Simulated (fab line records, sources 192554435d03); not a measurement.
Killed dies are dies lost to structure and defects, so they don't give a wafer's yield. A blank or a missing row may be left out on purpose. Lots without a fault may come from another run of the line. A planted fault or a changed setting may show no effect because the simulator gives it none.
Split-lot experiment | flow n5_finfet | 7 lots, 21 wafers read, on a route of 1938 steps

THE SPLIT
At N5_BEOL_M14_PEB_26 (peb time 90 s), the setting peb_temp_c was moved away from the recipe's 130 C on 10 of the 21 wafers read, by -2.6% to +2.8%. The other wafers ran this setting at the recipe's value.

FROM THE SPLIT TO THE READING: what the file shows between them, 2 steps
- N5_BEOL_M14_DEVELOP_27: develop time 45 s
- N5_BEOL_M14_HARDBAKE_32: time 120 s

THE READING
cd_nm, in nm, at N5_BEOL_M14_CD_MEAS_28 (target cd 284.4 nm). Fault-free wafers of this fab line usually give 284.2 nm, standard deviation 1.9 nm.

wafer  | tool, chamber at the split | peb_temp_c as run, C | against the recipe | cd_nm, nm | against lot-mates on the recipe
L074.2 | litho_track-04, 0          | 133.6                | +2.8%              | 299.4     | +13.5
L074.3 | litho_track-04, 0          | 133.6                | +2.8%              | 301.5     | +15.6
L074.4 | litho_track-04, 0          | 130                  | recipe             | 285.9     | -
L076.1 | litho_track-01, 0          | 127.2                | -2.2%              | 267.6     | -18.0
L076.2 | litho_track-01, 0          | 127.2                | -2.2%              | 271.9     | -13.7
L076.5 | litho_track-01, 0          | 130                  | recipe             | 285.6     | -
L084.3 | litho_track-04, 0          | 128.7                | -1.0%              | 273.5     | -9.7
L084.5 | litho_track-04, 0          | 130                  | recipe             | 283.2     | -
L084.6 | litho_track-04, 0          | 128.7                | -1.0%              | 273.7     | -9.5
L085.1 | litho_track-01, 0          | 130                  | recipe             | 283.8     | -
L085.5 | litho_track-01, 0          | 130                  | recipe             | 283.0     | -
L085.6 | litho_track-01, 0          | 130                  | recipe             | 283.0     | -
L093.2 | litho_track-04, 0          | 132.7                | +2.1%              | 293.6     | +11.3
L093.3 | litho_track-04, 0          | 132.7                | +2.1%              | 294.6     | +12.3
L093.4 | litho_track-04, 0          | 130                  | recipe             | 282.3     | -
L092.1 | litho_track-01, 0          | 130                  | recipe             | 284.3     | -
L092.2 | litho_track-01, 0          | 130                  | recipe             | 284.2     | -
L092.3 | litho_track-01, 0          | 130                  | recipe             | 284.5     | -
L091.1 | litho_track-01, 0          | 130                  | recipe             | 282.4     | -
L091.5 | litho_track-01, 0          | 126.6                | -2.6%              | 268.0     | -14.4
L091.6 | litho_track-01, 0          | 126.6                | -2.6%              | 266.9     | -15.5

THE FIT
A straight line over all 21 wafers: cd_nm changes by +6.13 nm for each +1% of peb_temp_c; r = +0.98; the points scatter about the line by 1.8 nm.
The same after taking each lot's own level away (the mean of its wafers on the recipe; 21 wafers): +6 nm for each +1%; r = +0.99; scatter 1.7 nm.
On that fit, the largest move of peb_temp_c shifts the reading by 17 nm.
The lots' own levels span 282.30 to 285.90 nm, that is 1.9 times the standard deviation above.
So the lot-to-lot level changes the slope little: the two slopes agree.
Check: with one of the wafers moved furthest among these (+2.8%) left out of the fit, the line predicts +16.5 nm for it against its lot-mates. It came out at +13.5 nm against them.

OTHER SPLITS ON THESE WAFERS
These wafers also went through other splits before the reading. Each is held against what the fit with the lots' levels taken away leaves over:
other split on the same wafers | wafers away from the commonest value | r with cd_nm (lot level and that fit taken away)
N5_BEOL_M11_ETCH_41 time_s     | 6                                    | -0.11
N5_BEOL_M12_SPUTTER_44 power_w | 6                                    | -0.14

THE WHOLE CHAIN: every reading that the file lists as answering this split, in the file's order
step                       | what it does                                                    | reading                                                         | change (the file's fit)              | r (the file's)
N5_BEOL_M14_CD_MEAS_28     | target cd 284.4 nm                                              | cd_nm                                                           | +6.04 nm for each +1% of the setting | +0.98
N5_BEOL_M14_DESCUM_33      | chemistry O2, time 7.9 s                                        | BEOL_M14.cd_nm (the simulator's own value, which no gauge read) | +6.1 nm for each +1% of the setting  | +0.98
N5_BEOL_M14_ETCH_67        | etches SiARC in CF4, target depth 143 nm, time 238.3 s          | BEOL_M14.cd_nm (the simulator's own value, which no gauge read) | +5.98 nm for each +1% of the setting | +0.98
N5_BEOL_M14_ETCH_68        | etches SOC in N2/H2, time 450 s                                 | BEOL_M14.cd_nm (the simulator's own value, which no gauge read) | +5.71 nm for each +1% of the setting | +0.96
N5_BEOL_M14_TRENCH_ETCH_34 | etches SiO2 in C4F8/O2/Ar, target depth 556.65 nm, time 126.9 s | BEOL_M14.cd_nm (the simulator's own value, which no gauge read) | +5.78 nm for each +1% of the setting | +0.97

THE FILE'S OWN FIT
cd_nm changes by +6.04 nm for each +1% of peb_temp_c, r = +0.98.
